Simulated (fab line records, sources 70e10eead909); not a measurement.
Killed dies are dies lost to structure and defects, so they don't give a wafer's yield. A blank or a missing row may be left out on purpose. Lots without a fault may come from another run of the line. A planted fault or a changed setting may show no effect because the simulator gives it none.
Which tool did it? | flow nand_harc | 7 lots, 21 wafers sampled, at 3 steps of a route of 1302

WHAT THE GAUGES READ, wafer by wafer
NHARC_A_ONON_D2_THK_MEAS_11: measures by ellipsometry.
lot  | measured     | on            | thk_nm (nm)
L413 | day 13 16:44 | film_metro-01 | 1016 1016 1017
L416 | day 14 11:38 | film_metro-01 | 999 998 998
L418 | day 15 15:41 | film_metro-01 | 1011 1009 1011
L421 | day 16 14:39 | film_metro-01 | 980 980 980
L422 | day 17 08:23 | film_metro-02 | 1020 1020 1020
L426 | day 18 15:29 | film_metro-02 | 1024 968 1024
L434 | day 22 04:31 | film_metro-01 | 1010 1011 1011

WHICH TOOL RAN EACH LOT (tool, then ch and the chambers of the sampled wafers, then the start)
lot  | NHARC_A_DECK1_JOINT_CMP_13    | NHARC_A_ONON_D2_DEP_09
L413 | cmp-03 ch 1,2, day 12 12:02   | pecvd_onon-01 ch 0, day 13 16:17
L416 | cmp-03 ch 0,2,3, day 13 11:32 | pecvd_onon-01 ch 0, day 14 11:07
L418 | cmp-03 ch 1,2, day 14 15:16   | pecvd_onon-01 ch 0, day 15 15:10
L421 | cmp-04 ch 1,2,3, day 15 11:46 | pecvd_onon-01 ch 0, day 16 14:08
L422 | cmp-04 ch 0,1,2, day 16 07:02 | pecvd_onon-01 ch 0, day 17 07:53
L426 | cmp-04 ch 1,2,3, day 17 15:04 | pecvd_onon-01 ch 0, day 18 14:58
L434 | cmp-04 ch 2,3, day 20 19:09   | pecvd_onon-01 ch 0, day 22 04:04
- NHARC_A_DECK1_JOINT_CMP_13: polishes, target thk 51.023 nm.
- NHARC_A_ONON_D2_DEP_09: target thk 1000 nm.

THE ANSWER, worked out from the rows above alone
Rule: what is usual is taken from the lots themselves. Put in order of their means at a reading, lots are off if they are a third of the lots or fewer, leave a main group of 4 or more, and stand apart from it by a gap of 3 or more times the standard deviation of the main group's means; of several such gaps the widest counts. A main group whose means are all the same, to the digits that the tables above print for the reading, isn't used. A lot without any number at a reading at which 4 lots or more have one is off too. The other lots that the step has rows for count as sound.
No lot is off at any reading shown: from this, nothing can be told.

WHAT THE SIMULATOR HAD PUT IN
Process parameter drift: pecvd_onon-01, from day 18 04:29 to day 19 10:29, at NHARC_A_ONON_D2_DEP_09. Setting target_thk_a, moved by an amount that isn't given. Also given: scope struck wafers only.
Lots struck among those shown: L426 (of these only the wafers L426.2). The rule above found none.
